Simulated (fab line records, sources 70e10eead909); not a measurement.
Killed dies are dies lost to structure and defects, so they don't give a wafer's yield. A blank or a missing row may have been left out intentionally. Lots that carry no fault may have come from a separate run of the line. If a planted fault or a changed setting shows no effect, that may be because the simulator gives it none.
fab line records ; flow nand_harc
record: lots: 15; wafers: 45; last_day: 34
route steps=1302 shown P_GATE@157
lots with no fault: from the same line, run without faults
start_h: hours from the record's opening day to when the first of the lot's shown wafers began ; wait_h: hours since the lot's step before ; " repeats the value in the row above ; L1.1+2: one row covering several wafers at once ; - no value, or no start was given ; * or withheld: withheld ; < > ~ a bound
route shown NAME@n: names a module that has steps shown in the file, with the first one's number in the route ; usual: mean/standard deviation taken from wafers without a fault ; same: alike in all rows ; chamber/n: place in a boat ; sites: the reading at each site ; _std_site: the standard deviation of these ; _edge_site: the outer-site mean with the inner-site mean subtracted ; radius_mm: how far each site lies from the wafer's centre ; mask NAME#n: copy n ; behind: the tool/chamber that last shaped the wafer ; hold: reason for holding the lot/hours on hold/outcome of the hold ; device: the transistor (n, p or np) that didn't switch ; end of line: the same wafers' tests at the end of the route ; where a step has no rows: the recipe by itself ; killed: dies lost to structure and defects at the first sort, not the wafer's yield ; map: shows each die of a wafer: x if killed, . if not, _ if none is there
set.NAME: setting as actually run; set.NAME@STEP: the setting as run at that earlier step ; model.NAME: the simulator's own value behind a step, which no gauge read
a sample of lots followed through the steps of the route, with each step as a table and each wafer as a row
services: the hour from which a tool's chamber was out of use, counted from the record's first day as start_h (under 0 if before that day), plus the number of hours and why
== steps ==
step: NHARC_P_GATE_STRIP_101
recipe: time_s: 20; o2_flow_sccm: 500; ar_flow_sccm: 0; bias_w: 0; chemistry: O2
usual: drypump_motor_current_A: 5.6/0.47; oes_product_au: 0.999/0.0076; rf_vpp_V: 58.2/0.9; showerhead_plenum_p_Torr: 3.64/0.13; throttle_valve_pct: 17.037/0.009
lot.wafer;tool;chamber;start_h;wait_h;drypump_motor_current_A;oes_product_au;rf_hours_counter_h;rf_vpp_V;showerhead_plenum_p_Torr;throttle_valve_pct
L969.4;rie_diel-10;0;121.70;0.1;6.7;1.011;3.2;56.0;3.50;17.038
L969.1;rie_diel-10;1;121.70;0.1;5.5;1.000;2.8;58.2;3.34;17.042
L969.2;rie_diel-10;2;121.70;0.1;5.1;1.005;1.0;59.3;3.76;17.049
L968.2;rie_diel-05;3;122.42;0.1;6.2;0.987;3.4;58.8;3.73;17.027
L968.1;rie_diel-05;2;122.42;0.1;5.7;0.990;3.2;59.8;3.78;17.050
L968.5;rie_diel-05;3;122.42;0.1;6.2;0.995;-;57.6;3.73;17.028
L976.3;rie_diel-10;2;197.58;0.1;5.0;1.006;6.7;59.1;3.76;17.026
L976.2;rie_diel-10;1;197.58;0.1;5.4;1.000;7.8;58.1;3.34;17.023
L976.5;rie_diel-10;2;197.58;0.1;5.0;0.997;-;59.9;3.76;17.031
L977.2;rie_diel-08;1;209.29;0.1;6.2;0.999;0.1;58.8;3.58;17.046
L977.1;rie_diel-08;3;209.29;0.1;5.3;0.990;0.1;59.0;3.59;17.055
L977.6;rie_diel-08;0;209.29;0.1;5.1;1.006;-;57.3;3.43;17.035
L978.3;rie_diel-05;2;222.23;0.1;5.7;1.002;8.0;58.0;3.77;17.040
L978.2;rie_diel-05;3;222.23;0.1;6.2;0.987;7.5;57.1;3.73;17.045
L978.6;rie_diel-05;2;222.23;0.1;5.7;1.015;-;57.6;3.77;17.041
L979.1;rie_diel-08;2;228.06;0.1;5.8;0.986;1.3;60.0;3.68;17.039
L979.4;rie_diel-08;3;228.06;0.1;5.3;0.991;1.3;57.5;3.59;17.023
L979.3;rie_diel-08;1;228.06;0.1;6.2;0.996;1.0;57.4;3.58;17.033
L982.2;rie_diel-05;2;250.93;0.1;5.7;1.000;1.0;59.2;3.77;17.034
L982.4;rie_diel-05;3;250.93;0.1;6.2;0.999;1.1;59.1;3.73;17.041
L982.1;rie_diel-05;1;250.93;0.1;5.1;0.995;0.6;58.0;3.77;17.047
L981.2;rie_diel-08;3;251.22;0.1;5.3;1.000;2.7;59.2;3.59;17.015
L981.4;rie_diel-08;1;251.22;0.1;6.1;0.997;2.0;57.7;3.58;17.042
L981.5;rie_diel-08;0;251.22;0.1;5.1;1.010;-;58.0;3.43;17.043
L983.4;rie_diel-08;1;269.39;0.1;6.2;0.999;2.2;57.8;3.58;17.048
L983.1;rie_diel-08;2;269.39;0.1;5.8;1.005;2.5;57.6;3.68;17.040
L983.3;rie_diel-08;3;269.39;0.1;5.3;0.986;2.9;58.3;3.59;17.031
L984.2;rie_diel-10;3;283.90;0.1;5.2;0.988;2.6;56.4;3.77;17.041
L984.3;rie_diel-10;0;283.90;0.1;6.7;1.012;2.3;59.4;3.50;17.044
L984.6;rie_diel-10;2;283.90;0.1;5.1;1.000;-;57.8;3.76;17.040
L985.2;rie_diel-08;3;288.44;0.1;5.3;0.987;3.8;58.4;3.59;17.042
L985.3;rie_diel-08;2;288.44;0.1;5.7;1.011;3.9;59.2;3.68;17.042
L985.5;rie_diel-08;0;288.44;0.1;5.1;1.013;-;57.4;3.43;17.031
L986.2;rie_diel-05;0;301.72;0.1;6.0;1.002;3.0;59.4;3.56;17.036
L986.3;rie_diel-05;1;301.72;0.1;5.1;1.002;3.2;60.5;3.77;17.028
L986.6;rie_diel-05;2;301.72;0.1;5.7;1.012;-;56.8;3.77;17.028
L987.1;rie_diel-05;0;306.76;0.1;5.9;1.006;3.3;57.8;3.56;17.038
L987.4;rie_diel-05;1;306.76;0.1;5.1;0.997;3.4;60.7;3.77;17.049
L987.3;rie_diel-05;2;306.76;0.1;5.7;1.001;4.1;59.1;3.77;17.040
L989.2;rie_diel-05;0;327.39;0.1;5.9;1.010;3.5;58.3;3.56;17.036
L989.4;rie_diel-05;2;327.39;0.1;5.7;0.997;4.4;57.4;3.77;17.021
L989.6;rie_diel-05;1;327.39;0.1;5.1;0.999;-;58.2;3.76;17.025
L990.1;rie_diel-05;0;343.33;0.1;6.0;1.008;4.8;57.9;3.56;17.036
L990.3;rie_diel-05;3;343.33;0.1;6.2;0.982;5.6;59.0;3.72;17.022
L990.5;rie_diel-05;1;343.33;0.1;5.1;1.001;-;57.6;3.76;17.043
step: NHARC_P_GATE_PEB_89
recipe: peb_temp_c: 118; peb_time_s: 85
usual: chill_plate_temp_C: 23.00/0.11; exhaust_pa: 45.0/0.89
lot.wafer;tool;chamber;start_h;wait_h;chill_plate_temp_C;exhaust_pa
L969.1;litho_track-02;0;125.77;0.1;23.06;44.5
L969.2;litho_track-02;0;125.77;0.1;23.13;44.7
L969.4;litho_track-02;0;125.77;0.1;22.94;45.8
L968.1;litho_track-07;0;126.64;0.1;23.00;44.4
L968.2;litho_track-07;0;126.64;0.1;23.03;45.4
L968.5;litho_track-07;0;126.64;0.1;23.11;45.6
L976.2;litho_track-02;0;201.66;0.1;22.96;44.7
L976.3;litho_track-02;0;201.66;0.1;23.03;45.5
L976.5;litho_track-02;0;201.66;0.1;22.84;45.5
L977.1;litho_track-07;-;213.60;0.1;-;-
L977.2;litho_track-07;-;213.60;0.1;-;-
L977.6;litho_track-07;-;213.60;0.1;-;-
L978.2;litho_track-05;-;226.70;0.1;-;-
L978.3;litho_track-05;-;226.70;0.1;-;-
L978.6;litho_track-05;-;226.70;0.1;-;-
L979.1;litho_track-07;-;232.10;0.1;-;-
L979.3;litho_track-07;-;232.10;0.1;-;-
L979.4;litho_track-07;-;232.10;0.1;-;-
L982.1;litho_track-02;0;255.27;0.1;22.92;44.5
L982.2;litho_track-02;0;255.27;0.1;22.86;44.9
L982.4;litho_track-02;0;255.27;0.1;22.74;44.7
L981.2;litho_track-05;0;255.61;0.1;23.05;45.7
L981.4;litho_track-05;0;255.61;0.1;22.98;45.0
L981.5;litho_track-05;0;255.61;0.1;22.79;45.8
L983.1;litho_track-07;0;273.58;0.1;23.06;43.7
L983.3;litho_track-07;0;273.58;0.1;22.95;44.1
L983.4;litho_track-07;0;273.58;0.1;22.95;44.6
L984.2;litho_track-02;0;287.95;0.1;23.00;44.9
L984.3;litho_track-02;0;287.95;0.1;23.26;45.6
L984.6;litho_track-02;0;287.95;0.1;23.23;45.2
L985.2;litho_track-07;0;292.50;0.1;23.05;46.4
L985.3;litho_track-07;0;292.50;0.1;22.90;44.8
L985.5;litho_track-07;0;292.50;0.1;22.91;44.8
L986.2;litho_track-07;0;305.84;0.1;22.97;44.5
L986.3;litho_track-07;0;305.84;0.1;22.83;46.3
L986.6;litho_track-07;0;305.84;0.1;22.85;45.8
L987.1;litho_track-07;0;311.06;0.1;23.06;44.7
L987.3;litho_track-07;0;311.06;0.1;23.06;45.0
L987.4;litho_track-07;0;311.06;0.1;23.29;45.2
L989.2;litho_track-07;0;331.57;0.1;23.09;45.1
L989.4;litho_track-07;0;331.57;0.1;23.08;45.4
L989.6;litho_track-07;0;331.57;0.1;23.03;44.4
L990.1;litho_track-07;0;347.80;0.1;23.05;45.5
L990.3;litho_track-07;0;347.80;0.1;22.94;44.3
L990.5;litho_track-07;0;347.80;0.1;23.16;43.1
step: NHARC_P_GATE_DESCUM_93
recipe: time_s: 3; o2_flow_sccm: 200; ar_flow_sccm: 0; bias_power_w: 0; chemistry: O2
usual: drypump_motor_current_A: 5.6/0.56; oes_product_au: 0.999/0.0099; rf_vpp_V: 58.0/0.93; showerhead_plenum_p_Torr: 1.96/0.088; throttle_valve_pct: 11.310/0.0089
lot.wafer;tool;chamber;start_h;wait_h;drypump_motor_current_A;oes_product_au;rf_hours_counter_h;rf_vpp_V;showerhead_plenum_p_Torr;throttle_valve_pct
L969.4;rie_diel-05;3;126.04;-;6.1;0.996;3.5;58.6;2.03;11.311
L969.2;rie_diel-05;0;126.04;-;5.9;0.997;4.1;58.3;1.93;11.305
L969.1;rie_diel-05;1;126.04;-;5.1;1.021;4.0;58.3;2.05;11.302
L968.1;rie_diel-10;2;126.89;-;5.0;1.002;1.1;58.3;2.05;11.312
L968.2;rie_diel-10;1;126.89;-;5.4;1.003;2.9;56.2;1.81;11.315
L968.5;rie_diel-10;2;126.89;-;5.0;1.004;-;59.0;2.05;11.305
L976.3;rie_diel-08;0;201.90;-;5.1;1.009;0;57.2;1.86;11.318
L976.2;rie_diel-08;1;201.90;-;6.2;0.999;0;57.3;1.94;11.312
L976.5;rie_diel-08;0;201.90;-;5.0;0.998;-;58.6;1.86;11.307
L977.1;rie_diel-10;2;213.87;-;5.0;0.992;7.5;59.0;2.05;11.306
L977.2;rie_diel-10;3;213.87;-;5.2;0.995;10.4;57.8;2.05;11.315
L977.6;rie_diel-10;2;213.87;-;5.0;0.994;-;58.4;2.05;11.318
L978.2;rie_diel-05;1;226.94;-;5.1;1.013;10.0;59.5;2.05;11.323
L978.3;rie_diel-05;0;226.94;-;5.9;0.988;10.1;56.0;1.93;11.319
L978.6;rie_diel-05;2;226.94;-;5.7;1.007;-;56.8;2.06;11.325
L979.4;rie_diel-10;0;232.37;-;6.7;0.998;11.6;57.4;1.90;11.317
L979.1;rie_diel-10;1;232.37;-;5.4;1.010;9.1;57.5;1.80;11.307
L979.3;rie_diel-10;3;232.37;-;5.2;0.995;11.7;58.0;2.05;11.302
L982.4;rie_diel-08;1;255.52;-;6.2;0.983;2.0;57.5;1.94;11.302
L982.1;rie_diel-08;2;255.52;-;5.7;1.010;2.4;56.9;2.00;11.325
L982.2;rie_diel-08;0;255.52;-;5.1;0.993;2.4;57.5;1.86;11.321
L981.4;rie_diel-05;3;255.86;-;6.1;0.990;1.6;58.6;2.03;11.299
L981.2;rie_diel-05;2;255.86;-;5.7;0.996;1.5;58.0;2.05;11.301
L981.5;rie_diel-05;0;255.86;-;5.9;1.008;-;57.5;1.93;11.312
L983.4;rie_diel-10;1;273.85;-;5.5;0.980;1.7;57.0;1.80;11.306
L983.3;rie_diel-10;2;273.85;-;5.0;1.002;2.0;59.3;2.05;11.300
L983.1;rie_diel-10;3;273.85;-;5.1;0.997;2.5;58.5;2.05;11.296
L984.3;rie_diel-10;0;288.21;-;6.7;1.010;3.2;58.9;1.89;11.303
L984.2;rie_diel-10;3;288.21;-;5.1;0.995;3.6;57.2;2.05;11.316
L984.6;rie_diel-10;0;288.21;-;6.7;1.028;-;57.7;1.89;11.313
L985.3;rie_diel-10;3;292.76;-;5.2;0.992;3.6;59.5;2.05;11.299
L985.2;rie_diel-10;0;292.76;-;6.7;1.021;3.3;57.7;1.89;11.290
L985.5;rie_diel-10;3;292.76;-;5.2;1.006;-;59.5;2.05;11.324
L986.2;rie_diel-10;0;306.09;-;6.6;1.008;4.2;58.2;1.89;11.315
L986.3;rie_diel-10;2;306.09;-;5.0;1.008;3.2;58.9;2.05;11.315
L986.6;rie_diel-10;1;306.09;-;5.5;0.990;-;59.2;1.80;11.307
L987.3;rie_diel-08;2;311.33;-;5.7;0.994;4.4;58.9;2.00;11.310
L987.4;rie_diel-08;3;311.33;-;5.3;0.994;4.3;57.2;1.95;11.303
L987.1;rie_diel-08;0;311.33;-;5.1;1.004;3.8;57.0;1.86;11.308
L989.4;rie_diel-08;3;331.82;-;5.3;0.992;7.3;57.6;1.95;11.316
L989.2;rie_diel-08;0;331.82;-;5.0;1.007;5.8;58.4;1.85;11.311
L989.6;rie_diel-08;3;331.82;-;5.3;0.995;-;57.7;1.94;11.296
L990.1;rie_diel-08;1;348.08;-;6.2;0.995;6.0;57.2;1.94;11.309
L990.3;rie_diel-08;2;348.08;-;5.7;0.986;7.5;56.6;2.00;11.303
L990.5;rie_diel-08;3;348.08;-;5.3;0.998;-;58.5;1.94;11.307
step: NHARC_P_GATE_STRIP_113
recipe: power_w: 1500; temp_c: 110; time_s: 740; chemistry: N2/H2
usual: drypump_motor_current_A: 5.2/0.37; heater_power_w: 88/4.1
lot.wafer;tool;chamber;start_h;wait_h;drypump_motor_current_A;heater_power_w;rf_hours_counter_h
L969.2;plasma_asher-02;0;126.39;0.2;5.9;91;8
L969.1;plasma_asher-02;1;126.39;0.2;4.9;97;8
L969.4;plasma_asher-02;0;126.39;0.2;5.9;86;-
L968.1;plasma_asher-01;0;127.26;0.2;5.0;82;31
L968.2;plasma_asher-01;1;127.26;0.2;5.1;84;31
L968.5;plasma_asher-01;0;127.26;0.2;5.0;82;-
L976.2;plasma_asher-02;0;202.39;0.3;5.9;91;23
L976.3;plasma_asher-02;0;202.39;0.3;5.9;89;-
L976.5;plasma_asher-02;0;202.39;0.3;5.9;88;-
L977.1;plasma_asher-02;1;214.22;0.2;4.9;92;25
L977.2;plasma_asher-02;0;214.22;0.2;5.9;88;25
L977.6;plasma_asher-02;0;214.22;0.2;5.9;92;-
L978.2;plasma_asher-02;0;227.43;0.3;5.9;87;27
L978.3;plasma_asher-02;0;227.43;0.3;5.8;90;-
L978.6;plasma_asher-02;0;227.43;0.3;5.9;88;-
L979.1;plasma_asher-01;0;232.86;0.3;5.0;86;10
L979.3;plasma_asher-01;1;232.86;0.3;5.1;87;-
L979.4;plasma_asher-01;0;232.86;0.3;5.0;84;-
L982.2;plasma_asher-01;1;255.90;0.2;5.1;86;17
L982.1;plasma_asher-01;0;255.90;0.2;5.0;84;17
L982.4;plasma_asher-01;1;255.90;0.2;5.0;88;-
L981.2;plasma_asher-01;0;256.81;0.7;4.9;87;18
L981.4;plasma_asher-01;1;256.81;0.7;5.1;89;-
L981.5;plasma_asher-01;1;256.81;0.7;5.1;88;-
L983.1;plasma_asher-02;0;274.32;0.3;5.9;96;3
L983.3;plasma_asher-02;1;274.32;0.3;4.9;87;-
L983.4;plasma_asher-02;0;274.32;0.3;5.9;95;-
L984.2;plasma_asher-02;1;288.58;0.2;4.9;88;5
L984.3;plasma_asher-02;0;288.58;0.2;5.9;94;-
L984.6;plasma_asher-02;0;288.58;0.2;5.9;95;-
L985.2;plasma_asher-01;0;293.24;0.3;5.0;86;25
L985.3;plasma_asher-01;1;293.24;0.3;5.1;90;-
L985.5;plasma_asher-01;0;293.24;0.3;5.0;86;-
L986.2;plasma_asher-01;1;306.45;0.2;5.1;90;27
L986.3;plasma_asher-01;0;306.45;0.2;5.0;83;-
L986.6;plasma_asher-01;1;306.45;0.2;5.0;90;-
L987.1;plasma_asher-01;0;311.69;0.2;4.9;85;28
L987.3;plasma_asher-01;0;311.69;0.2;4.9;83;-
L987.4;plasma_asher-01;1;311.69;0.2;5.1;86;-
L989.2;plasma_asher-01;0;332.30;0.3;4.9;86;34
L989.4;plasma_asher-01;0;332.30;0.3;4.9;86;-
L989.6;plasma_asher-01;0;332.30;0.3;4.9;88;-
L990.1;plasma_asher-02;1;348.70;0.5;4.9;87;19
L990.3;plasma_asher-02;0;348.70;0.5;5.9;94;-
L990.5;plasma_asher-02;0;348.70;0.5;5.9;94;-
== services ==
tool;chamber;start_h;hours;kind
rie_diel-10;0;99.00;-;clean
rie_diel-10;1;99.00;-;clean
rie_diel-10;2;99.00;-;clean
rie_diel-10;3;99.00;-;clean
rie_diel-05;-;102.42;0.9;repair
rie_diel-10;2;108.65;3.6;repair
rie_diel-05;0;110.60;-;clean
litho_track-05;-;124.00;7.0;pm
rie_diel-08;3;144.36;9.3;repair
rie_diel-08;2;149.44;7.8;repair
rie_diel-08;1;158.60;9.4;repair
plasma_asher-01;-;165.20;9.0;pm
rie_diel-08;-;190.80;9.0;pm
rie_diel-05;3;203.81;5.2;repair
rie_diel-10;1;216.80;14.7;repair
litho_track-02;-;227.00;7.0;pm
rie_diel-05;-;230.28;9.0;pm
rie_diel-10;-;242.50;9.0;pm
plasma_asher-02;-;249.32;9.0;pm
litho_track-07;-;251.00;7.0;pm
plasma_asher-02;-;285.55;1.2;repair
litho_track-05;-;299.00;7.0;pm
rie_diel-10;2;342.09;7.5;repair
plasma_asher-01;-;342.20;9.0;pm
== key ==
first_sign: step: NHARC_P_GATE_PEB_89; reading: tool_record; direction: missing
effect none on later readings
met_at NHARC_P_GATE_PEB_89
struck_lots L977,L978,L979
scrapped_behind NHARC_P_CONTACT_INSPECT_14 L977.1,L977.2,L977.6,L978.2,L978.3,L978.6,L979.1,L979.3,L979.4
not_acting_at NHARC_P_GATE_STRIP_101,NHARC_P_GATE_DESCUM_93,NHARC_P_GATE_STRIP_113
onset_between 126.64 213.60
fault: kind: skipped_step_whole; tool: litho_track-05,litho_track-07; chamber: -; onset_h: 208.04; steps: NHARC_P_GATE_PEB_89; scope: struck_lots_only
